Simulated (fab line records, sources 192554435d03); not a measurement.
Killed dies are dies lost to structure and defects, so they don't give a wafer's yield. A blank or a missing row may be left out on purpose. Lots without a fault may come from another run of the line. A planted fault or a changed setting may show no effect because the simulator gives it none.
Split-lot experiment | flow n5_finfet | 7 lots, 39 wafers read, on a route of 1938 steps

THE SPLIT
At N5_BEOL_M3_ETCH_64 (etches SOC in N2/H2, target depth 75 nm, overetch 15 nm, time 112.5 s), the setting time_s was moved away from the recipe's 112.5 s on 15 of the 39 wafers read, by -59.5% to +36.4%. The other wafers ran this setting at the recipe's value.

The reading is taken at the split's own step.

THE READING
SiARC_of_BEOL_M3_COAT_62.thk_nm (the simulator's own value, which no gauge read), in nm, at N5_BEOL_M3_ETCH_64 (etches SOC in N2/H2, target depth 75 nm, overetch 15 nm, time 112.5 s). The file gives no usual value for it. The 24 wafers here that ran the recipe average 6.8 nm, standard deviation 0.2 nm.

wafer  | tool, chamber at the split | time_s as run, s | against the recipe | SiARC_of_BEOL_M3_COAT_62.thk_nm, nm | against lot-mates on the recipe
L074.1 | rie_diel-05, 3             | 112.5            | recipe             | 6.6                                 | -
L074.2 | rie_diel-05, 2             | 112.5            | recipe             | 6.6                                 | -
L074.3 | rie_diel-05, 1             | 153.4            | +36.4%             | 4.8                                 | -1.9
L074.4 | rie_diel-05, 0             | 153.4            | +36.4%             | 4.8                                 | -1.9
L074.5 | rie_diel-05, 3             | 153.4            | +36.4%             | 4.6                                 | -2.1
L074.6 | rie_diel-05, 0             | 112.5            | recipe             | 6.8                                 | -
L077.2 | rie_diel-06, 1             | 112.5            | recipe             | 6.8                                 | -
L077.4 | rie_diel-06, 3             | 112.5            | recipe             | 7                                   | -
L077.6 | rie_diel-06, 1             | 112.5            | recipe             | 7                                   | -
L079.1 | rie_diel-06, 0             | 112.5            | recipe             | 7                                   | -
L079.2 | rie_diel-06, 3             | 112.5            | recipe             | 7                                   | -
L079.3 | rie_diel-06, 1             | 112.5            | recipe             | 7                                   | -
L079.4 | rie_diel-06, 2             | 112.5            | recipe             | 6.6                                 | -
L079.5 | rie_diel-06, 1             | 112.5            | recipe             | 7                                   | -
L079.6 | rie_diel-06, 2             | 112.5            | recipe             | 6.6                                 | -
L081.1 | rie_diel-05, 0             | 112.5            | recipe             | 7                                   | -
L081.2 | rie_diel-05, 2             | 56.35            | -49.9%             | 9.4                                 | +2.5
L081.3 | rie_diel-05, 3             | 112.5            | recipe             | 6.8                                 | -
L081.4 | rie_diel-05, 1             | 56.35            | -49.9%             | 9.4                                 | +2.5
L081.5 | rie_diel-05, 3             | 56.35            | -49.9%             | 9.4                                 | +2.5
L081.6 | rie_diel-05, 0             | 112.5            | recipe             | 7                                   | -
L084.1 | rie_diel-01, 0             | 112.5            | recipe             | 6.8                                 | -
L084.2 | rie_diel-01, 2             | 45.6             | -59.5%             | 9.8                                 | +3.1
L084.3 | rie_diel-01, 3             | 112.5            | recipe             | 6.6                                 | -
L084.4 | rie_diel-01, 1             | 45.6             | -59.5%             | 10                                  | +3.3
L084.5 | rie_diel-01, 3             | 45.6             | -59.5%             | 9.8                                 | +3.1
L084.6 | rie_diel-01, 0             | 112.5            | recipe             | 6.8                                 | -
L085.1 | rie_diel-01, 3             | 92.96            | -17.4%             | 7.8                                 | +0.7
L085.2 | rie_diel-01, 0             | 92.96            | -17.4%             | 7.8                                 | +0.7
L085.3 | rie_diel-01, 1             | 112.5            | recipe             | 7.2                                 | -
L085.4 | rie_diel-01, 2             | 92.96            | -17.4%             | 7.6                                 | +0.5
L085.5 | rie_diel-01, 1             | 112.5            | recipe             | 7.2                                 | -
L085.6 | rie_diel-01, 0             | 112.5            | recipe             | 7                                   | -
L094.1 | rie_diel-05, 0             | 135.4            | +20.4%             | 5.6                                 | -1.0
L094.2 | rie_diel-05, 1             | 135.4            | +20.4%             | 5.6                                 | -1.0
L094.3 | rie_diel-05, 3             | 135.4            | +20.4%             | 5.6                                 | -1.0
L094.4 | rie_diel-05, 0             | 112.5            | recipe             | 6.6                                 | -
L094.5 | rie_diel-05, 1             | 112.5            | recipe             | 6.6                                 | -
L094.6 | rie_diel-05, 3             | 112.5            | recipe             | 6.6                                 | -

THE FIT
A straight line over all 39 wafers: SiARC_of_BEOL_M3_COAT_62.thk_nm changes by -0.0531 nm for each +1% of time_s; r = -0.99; the points scatter about the line by 0.18 nm.
The same after taking each lot's own level away (the mean of its wafers on the recipe; 39 wafers): -0.0511 nm for each +1%; r = -0.99; scatter 0.14 nm.
On that fit, the largest move of time_s shifts the reading by 3 nm.
The lots' own levels span 6.60 to 7.13 nm, that is 2.7 times the standard deviation above.
So the lot-to-lot level changes the slope little: the two slopes agree.
Check: with one of the wafers moved furthest among these (-59.5%) left out of the fit, the line predicts +3.01 nm for it against its lot-mates. It came out at +3.07 nm against them.

OTHER SPLITS ON THESE WAFERS
These wafers also went through other splits before the reading. Each is held against what the fit with the lots' levels taken away leaves over:
other split on the same wafers     | wafers away from the commonest value | r with SiARC_of_BEOL_M3_COAT_62.thk_nm (lot level and that fit taken away)
N5_SD_EPI_P_ETCH_16 target_depth_a | 12                                   | -0.31
N5_BEOL_M0_SAQP_PECVD_96 time_s    | 15                                   | -0.02

THE WHOLE CHAIN: every reading that the file lists as answering this split, in the file's order
step                  | what it does                                                          | reading                                                                          | change (the file's fit)                                                             | r (the file's)
N5_BEOL_M3_ETCH_64    | etches SOC in N2/H2, target depth 75 nm, overetch 15 nm, time 112.5 s | etch.depth_nm (the simulator's own value, which no gauge read)                   | +0.263 nm for each +1% of the setting                                               | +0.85
N5_BEOL_M3_ETCH_64    | etches SOC in N2/H2, target depth 75 nm, overetch 15 nm, time 112.5 s | SiARC_of_BEOL_M3_COAT_62.thk_nm (the simulator's own value, which no gauge read) | -0.0509 nm for each +1% of the setting                                              | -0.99
N5_BEOL_M3_HM_OPEN_17 | chemistry Cl2/BCl3, target TiN, target depth 20 nm, overetch 6 nm     | etch.depth_nm (the simulator's own value, which no gauge read)                   | not straight: 20.3 at the lowest setting, 20.13 at the recipe, 15.73 at the highest | not given

THE FILE'S OWN FIT
SiARC_of_BEOL_M3_COAT_62.thk_nm changes by -0.0509 nm for each +1% of time_s, r = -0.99.
